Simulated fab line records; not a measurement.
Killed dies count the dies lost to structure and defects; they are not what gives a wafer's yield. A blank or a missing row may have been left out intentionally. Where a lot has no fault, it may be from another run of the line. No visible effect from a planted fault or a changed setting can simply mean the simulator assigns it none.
fab line records | flow n5-finfet
[record] lots = 7 wafers = 21
route steps=1938 shown FIN_SAQP@109 STI_FIN_REVEAL@190 SD_EPI_N@263 SD_EPI_P@321 SD_ACTIVATION@330 HKMG_FIN@402
start-h: hours from the record's first day to the start of the lot's first wafer shown | wait-h: how many hours have passed since the lot's step before this one | " unchanged from the row above | L1.1+2: a row that stands for several wafers | - no value, or no start was given | * or withheld: withheld | < > ~ a bound
route shown NAME@n: NAME is a module with steps in the file, n the number in the route of the first one | usual: mean/standard deviation taken from wafers without a fault | same: alike in all rows | chamber/n: place in a boat | sites: the reading at each site | _std_site: the standard deviation of these | _edge_site: inner sites' mean taken away from outer sites' mean | radius-mm: for every site, how far away it sits from the centre of the wafer | mask NAME#n: copy n | behind: the last tool/chamber to shape the wafer | hold: why the lot went on hold/how many hours it stayed there/how the hold came to an end | device: names the non-switching transistor (n, p or np) | end of line: tests run on the same wafers once the route is complete | step lacking rows: just its recipe | killed: count of dies lost to structure and defects at first sort (not the wafer's yield) | map: dies across one wafer; x = killed, . = not, _ = none there
set.NAME: the run value of the setting; set.NAME@STEP: its run value at that earlier step | model.NAME: the simulator's own value behind a step, which no gauge read
lots where settings were altered on purpose, with a table for each step and a row for each wafer
[[steps]]
[step N5_FIN_SAQP_PEB_14]
[recipe] peb-temp-c = withheld peb-time-s = 60 resist = CAR-ArF
// columns lot.wafer tool chamber start-h wait-h set.peb-time-s
L074.3+4+6 litho-track-04 0 21.47 0.0 60
L078.1 litho-track-03 0 46.40 0.1 60
L078.3+4 " 0 " " 66.69
L080.1 litho-track-03 0 57.29 0.1 60
L080.3+5 " 0 " " 55.15
L082.1+3+6 litho-track-01 0 69.54 0.1 60
L086.1+3 litho-track-04 0 93.38 0.1 47.34
L086.2 " 0 " " 60
L090.3+4 litho-track-03 0 117.16 0.0 48.91
L090.6 " 0 " " 60
L097.1 litho-track-01 0 159.59 0.1 50.52
L097.2+3 " 0 " " 60
[step N5_FIN_SAQP_DEVELOP_15]
[recipe] develop-time-s = 30 developer = TMAH resist = CAR-ArF dev-temp-c = 23 rinse-liquid = diw dry = air-spin
// columns lot.wafer tool chamber start-h wait-h set.develop-time-s
L074.3+4+6 litho-track-04 0 - - 30
L078.1+3+4 litho-track-03 0 - - 30
L080.1+5 litho-track-03 0 - - 34.96
L080.3 " 0 " " 30
L082.1 litho-track-01 0 - - 30
L082.3+6 " 0 " " 27.44
L086.1 litho-track-04 0 - - 30
L086.2+3 " 0 " " 31.93
L090.3+4+6 litho-track-03 0 - - 26.77
L097.1+3 litho-track-01 0 - - 30
L097.2 " 0 " " 32.16
[step N5_FIN_SAQP_CD_MEAS_16]
[recipe] target-cd-nm = 35.6 landing-energy-ev = 500 detector = se-inlens
[usual] cd-nm = 35.6/0.31
// columns lot.wafer tool chamber start-h wait-h set.peb-time-s@FIN_SAQP_PEB_14 cd-nm
L074.3 cd-sem-03 0 21.54 - 60 35.4
L074.4 " 0 " " 60 36.0
L074.6 " 0 " " 60 35.4
L078.1 cd-sem-03 0 46.47 - 60 36.0
L078.3 " 0 " " 66.69 34.1
L078.4 " 0 " " 66.69 34.3
L080.1 cd-sem-03 0 57.35 - 60 34.9
L080.3 " 0 " " 55.15 36.4
L080.5 " 0 " " 55.15 36.6
L082.1 cd-sem-03 0 69.61 - 60 35.2
L082.3 " 0 " " 60 35.8
L082.6 " 0 " " 60 35.1
L086.1 cd-sem-03 0 93.45 - 47.34 39.3
L086.2 " 0 " " 60 35.2
L086.3 " 0 " " 47.34 38.6
L090.3 cd-sem-03 0 117.23 - 48.91 38.8
L090.4 " 0 " " 48.91 38.3
L090.6 " 0 " " 60 35.7
L097.1 cd-sem-01 0 159.65 - 50.52 38.5
L097.2 " 0 " " 60 35.5
L097.3 " 0 " " 60 35.3
[step N5_FIN_SAQP_SPACER1_ALD_24]
[recipe] material = SiO2 target-thk-a = 203 temp-c = 300 ald-precursor-family = BDEAS ald-co-reactant = O2-plasma pulse-time-s = 1 purge-time-s = 2 co-reactant-purge-time-s = 2 ald-cycles = 218 pressure-torr = 2
// columns lot.wafer tool chamber start-h wait-h set.temp-c model.SiO2_of_FIN_SAQP_SPACER1_ALD_24.thk-nm
L074.3+6 ald-sin-04 2,3 22.72 0.1 300 20.4
L074.4 " 1 " " 300 20.2
L078.1 ald-sin-04 2 48.00 0.4 300 20.2
L078.3+4 " 3,1 " " 309 20
L080.1 ald-sin-03 1 58.89 0.4 288.4 21.2
L080.3+5 " 3,0 " " 300 20.4
L082.1 ald-sin-04 0 70.99 0.3 290 21
L082.3 " 3 " " 300 20.2
L082.6 " 2 " " 300 20.4
L086.1+2 ald-sin-03 0,2 96.25 1.9 288.5 21.2
L086.3 " 1 " " 288.5 21
L090.3+6 ald-sin-04 3 118.42 0.1 300 20.4
L090.4 " 1 " " 300 20.2
L097.1+2 ald-sin-03 0,3 161.00 0.4 300 20.4
L097.3 " 1 " " 300 20.2
[step N5_FIN_SAQP_SPACER1_ETCHBACK_25]
[recipe] chemistry = CHF3/O2 mode = anisotropic-etchback target = SiO2 target-depth-a = 244 time-s = 12.2 pressure-mtorr = 30 source-w = 650 bias-w = 170 Ar_flow_sccm = 200 CHF3_flow_sccm = 50 O2_flow_sccm = 5 ion-energy-ev = 200
[step N5_FIN_SAQP_MANDREL1_REMOVE_56]
[recipe] chemistry = HBr/Cl2/O2 bt-time-s = 10 target = a-Si stop-on = SiNx endpoint = OES-SiCl over-etch-frac = 1 icp-w = 600 bias-w = 22 HBr_flow_sccm = 150 Cl2_flow_sccm = 80 O2_flow_sccm = 5 pressure-mtorr = 10
// columns lot.wafer tool chamber start-h wait-h set.temp-c@FIN_SAQP_SPACER1_ALD_24 model.FIN_SAQP.cd-nm
L074.3+4+6 rie-si-06 2,3,0 23.53 0.1 300 20.2
L078.1 rie-si-06 1 48.86 0.1 300 20.2
L078.3+4 " 3,2 " " 309 20
L080.1 rie-si-06 0 59.69 0.1 288.4 21.2
L080.3 " 2 " " 300 20.4
L080.5 " 3 " " 300 20.2
L082.1 rie-si-04 0 71.80 0.1 290 21
L082.3 " 3 " " 300 20.2
L082.6 " 0 " " 300 20.4
L086.1+3 rie-si-06 3,0 97.06 0.1 288.5 21
L086.2 " 2 " " 288.5 21.2
L090.3+4+6 rie-si-06 3,2,1 119.22 0.1 300 20.2
L097.1+2 rie-si-04 1,0 161.81 0.1 300 20.4
L097.3 " 3 " " 300 20.2
[step N5_STI_FIN_REVEAL_ETCHBACK_08]
[recipe] chemistry = C4F6/O2 target = SiO2 target-depth-a = 305 time-s = 10.167 ion-energy-ev = 250 pressure-mtorr = 30 source-w = 345 bias-w = 185 Ar_flow_sccm = 300 C4F6_flow_sccm = 10 O2_flow_sccm = 10
// columns lot.wafer tool chamber start-h wait-h set.time-s
L074.3+4+6 rie-diel-02 1,0,1 33.18 0.2 10.167
L078.1+3+4 rie-diel-02 0,2,2 59.75 0.2 10.167
L080.1+3+5 rie-diel-05 2,3,2 70.01 0.2 10.167
L082.1+3 rie-diel-05 0,3 81.16 0.3 10.167
L082.6 " 1 " " 11.09
L086.1 rie-diel-03 3 107.19 0.2 10.167
L086.2+3 " 0,2 " " 12.23
L090.3 rie-diel-02 2 129.39 0.1 10.167
L090.4+6 " 0,1 " " 11.46
L097.1+2+3 rie-diel-05 2,1,0 171.45 0.2 10.167
[step N5_STI_FIN_REVEAL_STRIP_24]
[recipe] chemistry = N2/H2 time-s = 90 power-w = 100 temp-c = 40 pressure-mtorr = 100 rf-frequency-hz = 6e+07 bias-power-w = 3 n2-flow-sccm = 300 h2-flow-sccm = 300
[step N5_STI_FIN_REVEAL_PRECLEAN_25]
[recipe] chemistry = SPM time-s = 90 temp-c = 120 mix = 4:1
[step N5_STI_FIN_REVEAL_SRD_23]
[recipe] dry = ipa-marangoni time-s = 30 temp-c = 23 rinse-liquid = diw
[step N5_STI_FIN_REVEAL_FIN_H_MEAS_10]
[usual] trench-depth-nm = 52.2/0.6
// columns lot.wafer tool chamber start-h wait-h set.time-s@STI_FIN_REVEAL_ETCHBACK_08 trench-depth-nm
L074.3 ocd-02 - 36.15 0.0 10.167 52.5
L074.4 " - " " 10.167 52.4
L074.6 " - " " 10.167 52.4
L078.1 ocd-02 - 63.24 0.0 10.167 52.1
L078.3 " - " " 10.167 52.2
L078.4 " - " " 10.167 52.7
L080.1 ocd-02 - 72.95 0.0 10.167 52.4
L080.3 " - " " 10.167 52.9
L080.5 " - " " 10.167 52.4
L082.1 ocd-02 - 84.67 0.0 10.167 52.1
L082.3 " - " " 10.167 52.1
L082.6 " - " " 11.09 54.5
L086.1 ocd-02 - 110.17 0.0 10.167 51.3
L086.2 " - " " 12.23 57.3
L086.3 " - " " 12.23 57.7
L090.3 ocd-01 - 132.36 0.0 10.167 53.1
L090.4 " - " " 11.46 56.9
L090.6 " - " " 11.46 56.7
L097.1 ocd-02 - 176.05 0.0 10.167 51.2
L097.2 " - " " 10.167 51.3
L097.3 " - " " 10.167 51.2
[step N5_SD_EPI_N_COAT_33]
[recipe] resist = SiARC temp-c = 220 time-s = 60 spin-rpm = 1500 resist-thk-nm = 35
// columns lot.wafer tool chamber start-h wait-h set.spin-rpm model.SiARC_of_SD_EPI_N_COAT_33.thk-nm
L074.3+4+6 litho-track-03 0 - - 1500 35
L078.1+3+4 litho-track-02 0 - - 1336 37
L080.1 litho-track-04 0 - - 1456 35.8
L080.3 " 0 " " 1500 35.2
L080.5 " 0 " " 1456 35.6
L082.1+3+6 litho-track-03 0 - - 1500 35.2
L086.1+2+3 litho-track-02 0 - - 1500 35.2
L090.3 litho-track-02 0 - - 1500 35
L090.4+6 " 0 " " 1381 36.6
L097.1+2 litho-track-02 0 - - 1500 35
L097.3 " 0 " " 1500 35.2
[step N5_SD_EPI_N_PEB_07]
[recipe] peb-temp-c = 110 peb-time-s = 60 resist = CAR-ArF-block
// columns lot.wafer tool chamber start-h wait-h set.peb-temp-c
L074.3+4+6 litho-track-04 0 46.92 0.0 110
L078.1+4 litho-track-04 0 74.20 0.1 110
L078.3 " 0 " " 106.8
L080.1+5 litho-track-03 0 84.12 0.1 113.3
L080.3 " 0 " " 110
L082.1 litho-track-04 0 96.65 0.1 110
L082.3+6 " 0 " " 112.8
L086.1+2+3 litho-track-04 0 125.38 0.1 110
L090.3+6 litho-track-02 0 145.51 0.0 113.7
L090.4 " 0 " " 110
L097.1+2 litho-track-02 0 187.02 0.1 110
L097.3 " 0 " " 112.2
[step N5_SD_EPI_N_DEVELOP_08]
[recipe] develop-time-s = 30 developer = TMAH resist = CAR-ArF-block dev-temp-c = 23 rinse-liquid = diw dry = air-spin
[step N5_SD_EPI_N_CD_MEAS_09]
[recipe] target-cd-nm = 120 landing-energy-ev = 500 detector = se-inlens
[usual] cd-nm = 119.9/0.55
// columns lot.wafer tool chamber start-h wait-h set.peb-temp-c@SD_EPI_N_PEB_07 cd-nm
L074.3 cd-sem-01 0 46.99 - 110 119.6
L074.4 " 0 " " 110 119.1
L074.6 " 0 " " 110 120.0
L078.1 cd-sem-02 0 74.27 - 110 120.0
L078.3 " 0 " " 106.8 111.1
L078.4 " 0 " " 110 120.7
L080.1 cd-sem-01 0 84.19 - 113.3 128.3
L080.3 " 0 " " 110 121.1
L080.5 " 0 " " 113.3 129.1
L082.1 cd-sem-01 0 96.71 - 110 120.1
L082.3 " 0 " " 112.8 127.2
L082.6 " 0 " " 112.8 126.8
L086.1 cd-sem-02 0 125.44 - 110 119.2
L086.2 " 0 " " 110 119.6
L086.3 " 0 " " 110 119.7
L090.3 cd-sem-03 0 145.58 - 113.7 129.5
L090.4 " 0 " " 110 119.4
L090.6 " 0 " " 113.7 128.8
L097.1 cd-sem-02 0 187.09 - 110 119.6
L097.2 " 0 " " 110 119.2
L097.3 " 0 " " 112.2 124.5
[step N5_SD_EPI_N_DESCUM_14]
[recipe] chemistry = O2 time-s = 7.9 source-power-w = 50 bias-power-w = 20 pressure-mtorr = 20 rf-frequency-hz = 2.712e+07 temp-c = 40 resist = CAR-ArF-block o2-flow-sccm = 225
// columns lot.wafer tool chamber start-h wait-h set.peb-temp-c@SD_EPI_N_PEB_07 model.SD_EPI_N.cd-nm
L074.3 rie-diel-02 0 47.25 0.2 110 119.8
L074.4 " 3 " " 110 119.6
L074.6 " 2 " " 110 120
L078.1 rie-diel-03 2 74.36 0.0 110 120.2
L078.3 " 0 " " 106.8 111.2
L078.4 " 3 " " 110 120.6
L080.1 rie-diel-05 3 84.28 0.0 113.3 128.4
L080.3 " 0 " " 110 120.8
L080.5 " 1 " " 113.3 129
L082.1 rie-diel-02 2 96.85 0.1 110 120
L082.3 " 1 " " 112.8 127.2
L082.6 " 3 " " 112.8 127
L086.1 rie-diel-02 0 125.69 0.2 110 119.2
L086.2 " 2 " " 110 119.4
L086.3 " 1 " " 110 119.6
L090.3 rie-diel-05 3 145.96 0.3 113.7 129.2
L090.4 " 1 " " 110 119.4
L090.6 " 3 " " 113.7 129
L097.1 rie-diel-05 0 187.19 0.0 110 119.6
L097.2 " 1 " " 110 119.2
L097.3 " 2 " " 112.2 124.6
[step N5_SD_EPI_N_ETCH_34]
[recipe] chemistry = CF4 target = SiARC target-depth-a = 455 mask-material = CAR-ArF-block time-s = 75.8 ion-energy-ev = 80 pressure-mtorr = 40 source-w = 545 bias-w = 36 Ar_flow_sccm = 100 cf4-flow-sccm = 100 ends = cleared
// columns lot.wafer tool chamber start-h wait-h set.spin-rpm@SD_EPI_N_COAT_33 set.peb-temp-c@SD_EPI_N_PEB_07 model.SD_EPI_N.cd-nm model.etch.depth-nm model.CAR-ArF-block_of_SD_EPI_N_COAT_03.thk-nm
L074.3 rie-diel-02 0 47.29 0.0 1500 110 120 34.99 111
L074.4 " 3 " " 1500 110 119.4 34.94 111.6
L074.6 " 2 " " 1500 110 120.2 34.98 111.2
L078.1 rie-diel-03 2 74.39 0.0 1336 110 120.6 36.92 109.4
L078.3 " 0 " " 1336 106.8 111.4 36.98 109.6
L078.4 " 3 " " 1336 110 121 37.04 109
L080.1 rie-diel-05 3 84.31 0.0 1456 113.3 128.2 35.77 111
L080.3 " 0 " " 1500 110 120.8 35.17 111.8
L080.5 " 1 " " 1456 113.3 129 35.69 111
L082.1 rie-diel-02 2 96.88 0.0 1500 110 120 35.26 111.4
L082.3 " 1 " " 1500 112.8 127.4 35.12 111.2
L082.6 " 3 " " 1500 112.8 127 35.16 111
L086.1 rie-diel-02 0 125.72 0.0 1500 110 119 35.15 111
L086.2 " 2 " " 1500 110 119.6 35.15 110.6
L086.3 " 1 " " 1500 110 119.6 35.2 110.4
L090.3 rie-diel-05 3 146.00 0.0 1500 113.7 129 35 110.6
L090.4 " 1 " " 1381 110 119.4 36.54 108.8
L090.6 " 3 " " 1381 113.7 128.8 36.6 109
L097.1 rie-diel-05 0 187.23 0.0 1500 110 119.4 35.01 111.6
L097.2 " 1 " " 1500 110 119.2 35.01 111.6
L097.3 " 2 " " 1500 112.2 124.8 35.13 111.2
[step N5_SD_EPI_N_ETCH_35]
[recipe] chemistry = N2/H2 target = SOC overetch-a = 1080 mask-material = SiARC temp-c = 40 ion-energy-ev = 100 source-w = 3000 bias-w = 133 pressure-mtorr = 20 time-s = 486 n2-flow-sccm = 200 h2-flow-sccm = 200
// columns lot.wafer tool chamber start-h wait-h set.spin-rpm@SD_EPI_N_COAT_33 model.SiARC_of_SD_EPI_N_COAT_33.thk-nm
L074.3+6 rie-diel-02 0,2 47.34 0.0 1500 19.8
L074.4 " 3 " " 1500 19.4
L078.1 rie-diel-03 2 74.45 0.0 1336 22.2
L078.3 " 0 " " 1336 22
L078.4 " 3 " " 1336 21.6
L080.1+5 rie-diel-05 3,1 84.37 0.0 1456 20.2
L080.3 " 0 " " 1500 19.6
L082.1 rie-diel-02 2 96.94 0.0 1500 20.2
L082.3 " 1 " " 1500 20.4
L082.6 " 3 " " 1500 19.8
L086.1+2 rie-diel-02 0,2 125.78 0.0 1500 20
L086.3 " 1 " " 1500 20.2
L090.3 rie-diel-05 3 146.05 0.0 1500 19.6
L090.4+6 " 1,3 " " 1381 21.4
L097.1 rie-diel-05 0 187.29 0.0 1500 19.4
L097.2 " 1 " " 1500 19.6
L097.3 " 2 " " 1500 19.8
[step N5_SD_EPI_N_STRIP_36]
[recipe] chemistry = N2/H2 temp-c = 40 n2-flow-sccm = 200 h2-flow-sccm = 200 rf-frequency-hz = 6e+07
[step N5_SD_EPI_N_ETCHBACK_44]
[recipe] chemistry = CH3F/O2 mode = anisotropic-etchback target = SiNx target-depth-a = 145 stop-on = SiO2 over-etch-frac = 0.3 ion-energy-ev = 120 pressure-mtorr = 30 source-w = 395 bias-w = 73 Ar_flow_sccm = 150 CH3F_flow_sccm = 30 O2_flow_sccm = 20
[step N5_SD_EPI_N_ETCH_45]
[recipe] chemistry = CH3F/O2 target = SiOCN target-depth-a = 60 mask-material = SOC ion-energy-ev = 60 bias-w = 29 pressure-mtorr = 15 source-w = 410 Ar_flow_sccm = 150 CH3F_flow_sccm = 30 O2_flow_sccm = 20
[step N5_SD_EPI_N_ETCH_16]
[recipe] chemistry = CHF3/O2 target = SiO2 target-depth-a = 50 mask-material = SOC pressure-mtorr = 30 source-w = 650 bias-w = 170 Ar_flow_sccm = 200 CHF3_flow_sccm = 50 O2_flow_sccm = 5 ion-energy-ev = 200
// columns lot.wafer tool chamber start-h wait-h set.spin-rpm@SD_EPI_N_COAT_33 model.SiARC_of_SD_EPI_N_COAT_33.thk-nm
L074.3+6 rie-diel-02 0,2 47.87 0.1 1500 12.4
L074.4 " 3 " " 1500 12
L078.1 rie-diel-03 2 74.97 0.1 1336 15
L078.3 " 0 " " 1336 14.8
L078.4 " 3 " " 1336 14.2
L080.1+5 rie-diel-05 3,1 84.89 0.1 1456 12.8
L080.3 " 0 " " 1500 12
L082.1 rie-diel-02 2 97.46 0.1 1500 12.8
L082.3 " 1 " " 1500 13
L082.6 " 3 " " 1500 12.4
L086.1+2 rie-diel-02 0,2 126.30 0.1 1500 12.8
L086.3 " 1 " " 1500 13
L090.3 rie-diel-05 3 146.58 0.1 1500 12.4
L090.4+6 " 1,3 " " 1381 14
L097.1+2 rie-diel-05 0,1 187.81 0.1 1500 12.2
L097.3 " 2 " " 1500 12.6
[step N5_SD_EPI_P_EPI_21]
[recipe] material = SiGe:B dopant = B temp-c = 550 pressure-torr = 20 ambient = H2 time-s = 355
// columns lot.wafer tool chamber start-h wait-h set.epi-growth-time-s model.SiGe-B_of_SD_EPI_P_EPI_21.thk-nm
L074.3 epi-rpcvd-02 0 53.82 0.8 355 61.6
L074.4 " 0 " " 355 60.8
L074.6 " 0 " " 355 61.2
L078.1 epi-rpcvd-04 0 80.91 0.1 355 61.4
L078.3 " 0 " " 380.6 62.8
L078.4 " 0 " " 355 60
L080.1 epi-rpcvd-02 0 90.44 0.2 355 60.4
L080.3+5 " 0 " " 355 60.8
L082.1+3 epi-rpcvd-02 0 102.98 0.1 355 60
L082.6 " 0 104.78 1.8 355 60.4
L086.1 epi-rpcvd-03 0 132.20 0.1 355 61.6
L086.2 " 0 " " 383.6 66.4
L086.3 " 0 " " 355 62
L090.3 epi-rpcvd-04 0 153.10 0.8 376.7 63.2
L090.4 " 0 " " 376.7 64.2
L090.6 " 0 " " 355 60.6
L097.1 epi-rpcvd-04 0 193.57 0.1 355 61.4
L097.2 " 0 " " 355 61.6
L097.3 " 0 " " 355 61.2
[step N5_SD_EPI_P_HM_STRIP_48]
[recipe] chemistry = H3PO4 temp-c = 160 material = SiNx target = SiNx target-depth-a = 30 overetch-fraction = 0.3
[step N5_SD_ACTIVATION_RTA_00]
[recipe] temp-c = 975 time-s = 0 ambient = N2 idle-temp-c = 600 ramp-up-c-per-s = 150 ramp-down-c-per-s = 60 cool-to-c = 600
[step N5_SD_ACTIVATION_LSA_01]
[recipe] temp-c = 1080 time-s = 0.0008 ambient = N2
[step N5_SD_ACTIVATION_RS_MEAS_03]
[recipe] thk-meas-gauge = four-point-probe
[usual] RS_SD_N = 21.92/0.29 RS_SD_P = 55.9/0.8
// columns lot.wafer tool chamber start-h wait-h set.epi-growth-time-s@SD_EPI_P_EPI_21 RS_SD_N[ohm/sq] RS_SD_P[ohm/sq]
L074.3 film-metro-01 - 55.94 0.2 355 21.93 55.3
L074.4 " - " " 355 22.12 56.1
L074.6 " - " " 355 22.09 55.5
L078.1 film-metro-01 - 83.96 0.2 355 22.05 54.9
L078.3 " - " " 380.6 22.17 53.5
L078.4 " - " " 355 21.77 55.5
L080.1 film-metro-01 - 93.96 0.2 355 21.91 56.8
L080.3 " - " " 355 22.08 56.5
L080.5 " - " " 355 22.42 56.2
L082.1 film-metro-02 - 105.80 0.2 355 22.04 57.1
L082.3 " - " " 355 21.49 57.1
L082.6 " - " " 355 21.78 56.3
L086.1 film-metro-02 - 135.08 0.2 355 22.03 54.3
L086.2 " - " " 383.6 21.71 51.0
L086.3 " - " " 355 21.73 54.8
L090.3 film-metro-02 - 155.22 0.2 376.7 21.90 53.4
L090.4 " - " " 376.7 22.15 52.7
L090.6 " - " " 355 22.06 55.7
L097.1 film-metro-02 - 196.38 0.2 355 22.05 55.9
L097.2 " - " " 355 22.21 55.7
L097.3 " - " " 355 21.71 56.2
[step N5_HKMG_FIN_ETCH_54]
[recipe] chemistry = CF4 target = SiARC target-depth-a = 455 mask-material = CAR-ArF time-s = 75.8 ion-energy-ev = 80 pressure-mtorr = 40 source-w = 545 bias-w = 36 Ar_flow_sccm = 100 cf4-flow-sccm = 100 ends = cleared
[usual] etch-rf-on-time-s = 75.9/1 rf-vpp-V = 184.6/1.2
// columns lot.wafer tool chamber start-h wait-h set.source-w etch-rf-on-time-s rf-vpp-V
L074.3 rie-diel-03 2 69.07 0.0 545 77.3 182.3
L074.4 " 3 " " 545 74.8 183.3
L074.6 " 1 " " 545 77.2 184.9
L078.1 rie-diel-05 0 97.48 0.0 545 74.9 183.4
L078.3 " 1 " " 545 76.6 183.1
L078.4 " 2 " " 545 77.5 183.6
L080.1 rie-diel-03 1 107.35 0.0 545 77.2 184.1
L080.3 " 2 " " 545 76.2 186.5
L080.5 " 1 " " 545 77.3 185.4
L082.1 rie-diel-05 1 119.27 0.0 587.9 70.3 179.4
L082.3 " 2 " " 587.9 71.2 179.5
L082.6 " 3 " " 587.9 70.1 181.8
L086.1 rie-diel-03 3 148.27 0.0 545 74.8 181.4
L086.2 " 2 " " 458.9 87.7 196.8
L086.3 " 1 " " 458.9 88.5 196.2
L090.3 rie-diel-05 0 168.76 0.0 545 75.4 184.7
L090.4 " 1 " " 545 76.2 183.2
L090.6 " 3 " " 584.8 71.4 181.0
L097.1 rie-diel-05 2 209.51 0.0 545 76.7 184.9
L097.2 " 1 " " 545 75.5 183.9
L097.3 " 3 " " 545 75.1 185.1
[[key]]
[split] step = N5_FIN_SAQP_PEB_14 setting = peb-time-s stated = 60 by = wafer
[response] step = N5_FIN_SAQP_CD_MEAS_16 reading = cd-nm change = -0.174 per = 1% r = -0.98
[split] step = N5_FIN_SAQP_DEVELOP_15 setting = develop-time-s stated = 30 by = wafer
response none clear
[split] step = N5_FIN_SAQP_SPACER1_ALD_24 setting = temp-c stated = 300 by = wafer
[response] step = N5_FIN_SAQP_SPACER1_ALD_24 reading = model.SiO2_of_FIN_SAQP_SPACER1_ALD_24.thk-nm change = -0.172 per = 1% r = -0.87
[response] step = N5_FIN_SAQP_MANDREL1_REMOVE_56 reading = model.FIN_SAQP.cd-nm change = -0.183 per = 1% r = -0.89
[split] step = N5_STI_FIN_REVEAL_ETCHBACK_08 setting = time-s stated = 10.167 by = wafer
[response] step = N5_STI_FIN_REVEAL_FIN_H_MEAS_10 reading = trench-depth-nm change = +0.298 per = 1% r = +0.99
[split] step = N5_SD_EPI_N_COAT_33 setting = spin-rpm stated = 1500 by = wafer
[response] step = N5_SD_EPI_N_COAT_33 reading = model.SiARC_of_SD_EPI_N_COAT_33.thk-nm change = -0.198 per = 1% r = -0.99
[response] step = N5_SD_EPI_N_ETCH_34 reading = model.etch.depth-nm change = -0.197 per = 1% r = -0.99
[response] step = N5_SD_EPI_N_ETCH_34 reading = model.CAR-ArF-block_of_SD_EPI_N_COAT_03.thk-nm change = +0.221 per = 1% r = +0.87
[response] step = N5_SD_EPI_N_ETCH_35 reading = model.SiARC_of_SD_EPI_N_COAT_33.thk-nm change = -0.224 per = 1% r = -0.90
[response] step = N5_SD_EPI_N_ETCH_16 reading = model.SiARC_of_SD_EPI_N_COAT_33.thk-nm change = -0.21 per = 1% r = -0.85
[split] step = N5_SD_EPI_N_PEB_07 setting = peb-temp-c stated = 110 by = wafer
[response] step = N5_SD_EPI_N_CD_MEAS_09 reading = cd-nm change = +2.81 per = 1% r = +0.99
[response] step = N5_SD_EPI_N_DESCUM_14 reading = model.SD_EPI_N.cd-nm change = +2.84 per = 1% r = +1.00
[response] step = N5_SD_EPI_N_ETCH_34 reading = model.SD_EPI_N.cd-nm change = +2.85 per = 1% r = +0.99
[split] step = N5_SD_EPI_P_EPI_21 setting = epi-growth-time-s stated = 355 by = wafer
[response] step = N5_SD_EPI_P_EPI_21 reading = model.SiGe-B_of_SD_EPI_P_EPI_21.thk-nm change = +0.461 per = 1% r = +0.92
[response] step = N5_SD_ACTIVATION_RS_MEAS_03 reading = RS_SD_P change = -0.37 per = 1% r = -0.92
[split] step = N5_HKMG_FIN_ETCH_54 setting = source-w stated = 545 by = wafer
[response] step = N5_HKMG_FIN_ETCH_54 reading = etch-rf-on-time-s change = * per = 1% r = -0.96
[response] step = N5_HKMG_FIN_ETCH_54 reading = rf-vpp-V change = -0.858 per = 1% r = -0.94
